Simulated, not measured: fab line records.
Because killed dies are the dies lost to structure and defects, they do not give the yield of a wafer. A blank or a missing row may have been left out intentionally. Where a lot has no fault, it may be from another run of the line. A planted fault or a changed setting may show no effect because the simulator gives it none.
Matching of chambers -- flow nand harc -- NHARC_A_DECK1_JOINT_CMP_13 on cmp-01 has 4 sister chambers
The step polishes, target thk 51.023 nm. 8 wafers are shown with their chamber, then 7 later ones without.

WAFERS WITH THEIR CHAMBER
wafer,chamber,slurry flow ml min,motor current A (A)
L962.5,0,149.4,12.4
L970.3,3,150.0,13.0
L970.6,3,150.1,13.0
L971.3,1,149.9,12.2
L971.4,2,150.8,13.0
L971.5,2,150.6,12.3
L973.1,1,150.4,12.6
L973.4,0,150.9,13.7

WAFERS MISSING THEIR CHAMBER
wafer,slurry flow ml min,motor current A (A)
L973.6,149.7,13.3
L977.1,149.4,12.1
L977.2,150.4,12.8
L977.3,149.9,12.7
L979.2,149.9,11.9
L979.3,149.6,12.3
L979.4,150.7,12.9

EACH ONE'S CHAMBER
wafer,from the rows above,in truth
L973.6,can't be placed: 3 or 0 or 1 or 2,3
L977.1,can't be placed: 1 or 3 or 0 or 2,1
L977.2,can't be placed: 2 or 0 or 3 or 1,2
L977.3,can't be placed: 3 or 1 or 0 or 2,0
L979.2,can't be placed: 1 or 2 or 3 or 0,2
L979.3,can't be placed: 1 or 3 or 0 or 2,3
L979.4,can't be placed: 2 or 0 or 3 or 1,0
Placed correctly: 0 of 7. Can't be placed from these rows: 7 (the true chamber is among the candidates in 7). Number placed wrongly: 0.
How it was worked out, from the rows above alone: a wafer's distance from a chamber is the root of the sum, over the readings, of the square of ((its reading less the chamber's mean) divided by the reading's scatter). If the next closest chamber is less than 2 further off than the closest, the wafer can't be placed; otherwise it belongs to the closest. A chamber's mean is the mean of its shown wafers. The scatter is the square root of a quotient: the sum, over the shown wafers, of each reading's squared deviation from its chamber's mean, divided by wafers minus chambers.
